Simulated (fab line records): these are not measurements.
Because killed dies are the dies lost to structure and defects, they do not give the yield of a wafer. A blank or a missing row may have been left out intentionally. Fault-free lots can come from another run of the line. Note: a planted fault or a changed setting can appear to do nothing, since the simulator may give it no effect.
Which tool did it? :: flow nand-harc :: 12 lots with 35 wafers sampled at 5 steps, on a route of 1159 steps

== WHAT THE GAUGES READ, wafer by wafer ==
NHARC_A_M1_INSPECT_27. Usual: raw-defect-count 468, standard deviation 110.
lot: L196
measured: day 18 11:27
on: defect-inspect-01
raw-defect-count: 488 545 386
flag: 

lot: L197
measured: day 18 14:43
on: defect-inspect-02
raw-defect-count: 473 346 401
flag: 

lot: L200
measured: day 18 16:53
on: defect-inspect-02
raw-defect-count: 451 593 404
flag: 

lot: L199
measured: day 19 01:13
on: defect-inspect-01
raw-defect-count: 548 346 345
flag: 

lot: L201
measured: day 19 04:04
on: defect-inspect-02
raw-defect-count: 297 325 494
flag: 

lot: L202
measured: day 19 06:26
on: defect-inspect-01
raw-defect-count: 614 563 566
flag: 

lot: L203
measured: day 19 16:55
on: defect-inspect-02
raw-defect-count: 439 524 437
flag: 

lot: L205
measured: day 20 04:49
on: defect-inspect-02
raw-defect-count: 434 761 326
flag: 

lot: L208
measured: day 20 19:32
on: defect-inspect-01
raw-defect-count: 332 417 608
flag: 

lot: L207
measured: day 21 02:26
on: defect-inspect-02
raw-defect-count: 395 532 442
flag: 

lot: L211
measured: day 21 08:52
on: defect-inspect-01
raw-defect-count: 359 394 351
flag: 

lot: L210
measured: day 22 06:16
on: defect-inspect-01
raw-defect-count: 600 400
flag: 

NHARC_A_BONDPAD_CD_MEAS_13. Usual: cd-nm 499.0 nm, standard deviation 2.2.
lot: L196
measured: day 18 14:13
on: cd-sem-02
cd-nm (nm): 498.9 495.3 497.0
flag: 

lot: L197
measured: day 18 17:32
on: cd-sem-03
cd-nm (nm): 502.4 501.5 498.6
flag: 

lot: L200
measured: day 18 19:21
on: cd-sem-01
cd-nm (nm): 502.4 500.4 499.7
flag: 

lot: L199
measured: day 19 03:41
on: cd-sem-01
cd-nm (nm): 495.0 495.0 494.2
flag: 

lot: L201
measured: day 19 06:23
on: cd-sem-01
cd-nm (nm): 494.9 499.4 494.4
flag: 

lot: L202
measured: day 19 09:16
on: cd-sem-01
cd-nm (nm): 499.7 502.5 499.7
flag: 

lot: L203
measured: day 19 19:14
on: cd-sem-03
cd-nm (nm): 502.9 501.5 501.8
flag: 

lot: L205
measured: day 20 07:25
on: cd-sem-03
cd-nm (nm): 495.8 497.8 498.3
flag: 

lot: L208
measured: day 20 21:59
on: cd-sem-03
cd-nm (nm): 497.3 501.4 501.0
flag: 

lot: L207
measured: day 21 04:53
on: cd-sem-03
cd-nm (nm): 499.4 500.2 499.7
flag: 

lot: L211
measured: day 21 11:21
on: cd-sem-01
cd-nm (nm): 499.5 497.6 493.2
flag: 

lot: L210
measured: day 22 08:36
on: cd-sem-01
cd-nm (nm): 497.5 499.0
flag: 

NHARC_END_SORT_01. Usual: defect-limited-yield 95.5 %, standard deviation 1.3; killed-at-array 27, standard deviation 8.8; killed-at-other 0.4, standard deviation 0.82; killed-at-periphery 3.1, standard deviation 2.1; killed-dies 31, standard deviation 8.8; killed-open 3.3, standard deviation 2; killed-short 2.0, standard deviation 1.4; sort_bin_2_pct 1.3 %, standard deviation 0.56; sort_bin_3_pct 0.25 %, standard deviation 0.21; sort_bin_4_pct 2.9 %, standard deviation 0.89; sort-n-pass 646, standard deviation 8.8; sort-rim-yield-pct 95.8 %, standard deviation 2.7; sort-yield-pct 95.5 %, standard deviation 1.3.
lot: L208
measured: day 22 03:22
on: prober-01
defect-limited-yield (%): 96.0 96.2 95.9
killed-at-array: 27 25 26
killed-at-other: 0 0 0
killed-at-periphery: 0 1 2
killed-dies: 27 26 28
killed-open: 3 3 2
killed-short: 1 2 4
sort_bin_2_pct (%): 0.6 1.5 1.0
sort_bin_3_pct (%): 0.30 0.15 0.30
sort_bin_4_pct (%): 3.1 2.2 2.8
sort-n-pass: 650 651 649
sort-rim-yield-pct (%): 100.0 98.1 97.2
sort-yield-pct (%): 96.0 96.2 95.9
flag: 

lot: L207
measured: day 22 13:04
on: prober-02
defect-limited-yield (%): 2.1 97.0 1.6
killed-at-array: 658 18 662
killed-at-other: 0 0 0
killed-at-periphery: 5 2 4
killed-dies: 663 20 666
killed-open: 2 2 10
killed-short: 3 0 1
sort_bin_2_pct (%): 96.5 0.3 95.7
sort_bin_3_pct (%): 0 0.44 0
sort_bin_4_pct (%): 1.5 2.2 2.7
sort-n-pass: 14 657 11
sort-rim-yield-pct (%): 9.4 96.2 5.7
sort-yield-pct (%): 2.1 97.0 1.6
flag: OFF

lot: L211
measured: day 22 20:50
on: prober-02
defect-limited-yield (%): 4.9 95.7 2.2
killed-at-array: 641 25 658
killed-at-other: 0 1 0
killed-at-periphery: 3 3 4
killed-dies: 644 29 662
killed-open: 2 2 2
killed-short: 3 4 2
sort_bin_2_pct (%): 92.0 1.3 95.4
sort_bin_3_pct (%): 0.30 0.30 0.15
sort_bin_4_pct (%): 2.8 2.7 2.2
sort-n-pass: 33 648 15
sort-rim-yield-pct (%): 0 98.1 0
sort-yield-pct (%): 4.9 95.7 2.2
flag: OFF

lot: L210
measured: day 23 18:03
on: prober-01
defect-limited-yield (%): 3.8 94.8
killed-at-array: 649 34
killed-at-other: 0 1
killed-at-periphery: 2 0
killed-dies: 651 35
killed-open: 1 7
killed-short: 0 2
sort_bin_2_pct (%): 93.2 1.9
sort_bin_3_pct (%): 0.15 0
sort_bin_4_pct (%): 2.8 3.2
sort-n-pass: 26 642
sort-rim-yield-pct (%): 17.9 93.4
sort-yield-pct (%): 3.8 94.8
flag: OFF

== WHAT TOOL EACH LOT RAN ON (gives the tool, then ch and the chambers of the sampled wafers, and finally the start) ==
lot: L196
NHARC_A_M1_ANNEAL_31: rtp-anneal-01 ch 0, day 18 10:41
NHARC_A_BONDPAD_ETCH_12: rie-diel-01 ch 0,1,2, day 18 14:04

lot: L197
NHARC_A_M1_ANNEAL_31: rtp-anneal-01 ch 0, day 18 13:54
NHARC_A_BONDPAD_ETCH_12: rie-diel-01 ch 0,3, day 18 17:23

lot: L200
NHARC_A_M1_ANNEAL_31: rtp-anneal-01 ch 0, day 18 16:05
NHARC_A_BONDPAD_ETCH_12: rie-diel-01 ch 0,2, day 18 19:13

lot: L199
NHARC_A_M1_ANNEAL_31: rtp-anneal-02 ch 0, day 19 00:23
NHARC_A_BONDPAD_ETCH_12: rie-diel-01 ch 0,2, day 19 03:33

lot: L201
NHARC_A_M1_ANNEAL_31: rtp-anneal-02 ch 0, day 19 03:24
NHARC_A_BONDPAD_ETCH_12: rie-diel-01 ch 0,3, day 19 06:14

lot: L202
NHARC_A_M1_ANNEAL_31: rtp-anneal-01 ch 0, day 19 05:47
NHARC_A_BONDPAD_ETCH_12: rie-diel-01 ch 2,3, day 19 09:07

lot: L203
NHARC_A_M1_ANNEAL_31: rtp-anneal-01 ch 0, day 19 16:05
NHARC_A_BONDPAD_ETCH_12: rie-diel-01 ch 1,3, day 19 19:07

lot: L205
NHARC_A_M1_ANNEAL_31: rtp-anneal-01 ch 0, day 20 03:59
NHARC_A_BONDPAD_ETCH_12: rie-diel-13 ch 0,1,2, day 20 07:16

lot: L208
NHARC_A_M1_ANNEAL_31: rtp-anneal-01 ch 0, day 20 18:49
NHARC_A_BONDPAD_ETCH_12: rie-diel-01 ch 0,1,3, day 20 21:52

lot: L207
NHARC_A_M1_ANNEAL_31: rtp-anneal-02 ch 0, day 21 01:37
NHARC_A_BONDPAD_ETCH_12: rie-diel-01 ch 0,2,3, day 21 04:44

lot: L211
NHARC_A_M1_ANNEAL_31: rtp-anneal-02 ch 0, day 21 08:03
NHARC_A_BONDPAD_ETCH_12: rie-diel-01 ch 0,2, day 21 11:13

lot: L210
NHARC_A_M1_ANNEAL_31: rtp-anneal-01 ch 0, day 22 05:25
NHARC_A_BONDPAD_ETCH_12: rie-diel-01 ch 0,2, day 22 08:29
- NHARC_A_M1_ANNEAL_31: time 90 s.
- NHARC_A_BONDPAD_ETCH_12: etches the open film in CHF3/O2, target depth 220 nm, time 110 s.

== WHAT THE TOOLS THEMSELVES READ (means of the sampled wafers that have a number; where no wafer has one, the mark that the record gives instead) ==
NHARC_A_M1_ANNEAL_31. Usual: wafer_temp_C_max 226.31, standard deviation 0.3.
lot: L196
tool: rtp-anneal-01
wafer_temp_C_max: 226.11
flag: 

lot: L197
tool: rtp-anneal-01
wafer_temp_C_max: 226.57
flag: 

lot: L200
tool: rtp-anneal-01
wafer_temp_C_max: 226.83
flag: 

lot: L199
tool: rtp-anneal-02
wafer_temp_C_max: 226.49
flag: 

lot: L201
tool: rtp-anneal-02
wafer_temp_C_max: 226.23
flag: 

lot: L202
tool: rtp-anneal-01
wafer_temp_C_max: 226.51
flag: 

lot: L203
tool: rtp-anneal-01
wafer_temp_C_max: 226.35
flag: 

lot: L205
tool: rtp-anneal-01
wafer_temp_C_max: 226.48
flag: 

lot: L208
tool: rtp-anneal-01
wafer_temp_C_max: 226.06
flag: 

lot: L207
tool: rtp-anneal-02
wafer_temp_C_max: 226.24
flag: 

lot: L211
tool: rtp-anneal-02
wafer_temp_C_max: 226.15
flag: 

lot: L210
tool: rtp-anneal-01
wafer_temp_C_max: 226.41
flag: 

NHARC_A_BONDPAD_ETCH_12. Usual: drypump-motor-current-A 5.8 A, standard deviation 0.43; oes-product-au 0.943 a.u., standard deviation 0.022; rf-vpp-V 369.5 V, standard deviation 2.6; run-length-s 131.5 s, standard deviation 0.57; showerhead-plenum-p-Torr 2.35 Torr, standard deviation 0.11; throttle-valve-pct 20.573 %, standard deviation 0.0086.
lot: L196
tool: rie-diel-01
drypump-motor-current-A (A): 5.9
oes-product-au (a.u.): 0.919
rf-vpp-V (V): 367.4
run-length-s (s): 131.8
showerhead-plenum-p-Torr (Torr): 2.26
throttle-valve-pct (%): 20.570
flag: 

lot: L197
tool: rie-diel-01
drypump-motor-current-A (A): 5.4
oes-product-au (a.u.): 0.956
rf-vpp-V (V): 369.8
run-length-s (s): 131.8
showerhead-plenum-p-Torr (Torr): 2.36
throttle-valve-pct (%): 20.561
flag: 

lot: L200
tool: rie-diel-01
drypump-motor-current-A (A): 5.8
oes-product-au (a.u.): 0.969
rf-vpp-V (V): 367.3
run-length-s (s): 131.8
showerhead-plenum-p-Torr (Torr): 2.25
throttle-valve-pct (%): 20.578
flag: 

lot: L199
tool: rie-diel-01
drypump-motor-current-A (A): 5.8
oes-product-au (a.u.): 0.934
rf-vpp-V (V): 367.4
run-length-s (s): 132.1
showerhead-plenum-p-Torr (Torr): 2.25
throttle-valve-pct (%): 20.578
flag: 

lot: L201
tool: rie-diel-01
drypump-motor-current-A (A): 5.5
oes-product-au (a.u.): 0.929
rf-vpp-V (V): 372.0
run-length-s (s): 131.5
showerhead-plenum-p-Torr (Torr): 2.44
throttle-valve-pct (%): 20.575
flag: 

lot: L202
tool: rie-diel-01
drypump-motor-current-A (A): 5.8
oes-product-au (a.u.): 0.971
rf-vpp-V (V): 371.6
run-length-s (s): 131.2
showerhead-plenum-p-Torr (Torr): 2.43
throttle-valve-pct (%): 20.572
flag: 

lot: L203
tool: rie-diel-01
drypump-motor-current-A (A): 5.8
oes-product-au (a.u.): 0.958
rf-vpp-V (V): 370.8
run-length-s (s): 131.1
showerhead-plenum-p-Torr (Torr): 2.44
throttle-valve-pct (%): 20.567
flag: 

lot: L205
tool: rie-diel-13
drypump-motor-current-A (A): 6.0
oes-product-au (a.u.): 0.929
rf-vpp-V (V): 370.1
run-length-s (s): 131.2
showerhead-plenum-p-Torr (Torr): 2.41
throttle-valve-pct (%): 20.572
flag: 

lot: L208
tool: rie-diel-01
drypump-motor-current-A (A): 5.7
oes-product-au (a.u.): 0.964
rf-vpp-V (V): 369.3
run-length-s (s): 131.4
showerhead-plenum-p-Torr (Torr): 2.35
throttle-valve-pct (%): 20.565
flag: 

lot: L207
tool: rie-diel-01
drypump-motor-current-A (A): 5.7
oes-product-au (a.u.): 0.924
rf-vpp-V (V): 369.6
run-length-s (s): 123.0
showerhead-plenum-p-Torr (Torr): 2.35
throttle-valve-pct (%): 20.573
flag: OFF

lot: L211
tool: rie-diel-01
drypump-motor-current-A (A): 5.6
oes-product-au (a.u.): 0.967
rf-vpp-V (V): 367.3
run-length-s (s): 123.4
showerhead-plenum-p-Torr (Torr): 2.25
throttle-valve-pct (%): 20.570
flag: OFF

lot: L210
tool: rie-diel-01
drypump-motor-current-A (A): 5.7
oes-product-au (a.u.): 0.965
rf-vpp-V (V): 367.7
run-length-s (s): 125.6
showerhead-plenum-p-Torr (Torr): 2.25
throttle-valve-pct (%): 20.577
flag: OFF

== THE ANSWER, worked out from the rows above alone ==
Rule: a lot is off if the mean of its wafers that have a number lies more than 3 standard deviations from the usual mean. Also off: a lot with no number at a reading for which 4 or more lots have one. Any other lot the step has rows for is counted as sound. After the gauges, taken in route order, come the tools' own readings; for these a lot's mean is taken, as printed above. The first step at which some lot is off is used, and at that step the reading that is off furthest; a lot without a number counts as furthest.
Off: L207, L211, L210 (NHARC_END_SORT_01, sort_bin_2_pct). Neither off nor sound, because the step has no rows for them: L196, L197, L200, L199, L201, L202, L203, L205.
If a tool, at a process step before that reading, ran all the lots that are off and no sound lot after the first of them, it fits. Not tried: the gauges at NHARC_END_SORT_01; whatever is off there is also off at NHARC_A_BONDPAD_ETCH_12, on other tools, and gauge error can't account for it. One fits: rie-diel-01 at NHARC_A_BONDPAD_ETCH_12. A fault onset in the window from L208 (day 20 21:52, its last sound lot) to L207 (day 21 04:44, its first lot off) fits.

== WHAT WAS PUT IN BY THE SIMULATOR ==
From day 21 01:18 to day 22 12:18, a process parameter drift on rie-diel-01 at NHARC_A_BONDPAD_ETCH_12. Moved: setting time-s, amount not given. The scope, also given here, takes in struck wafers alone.
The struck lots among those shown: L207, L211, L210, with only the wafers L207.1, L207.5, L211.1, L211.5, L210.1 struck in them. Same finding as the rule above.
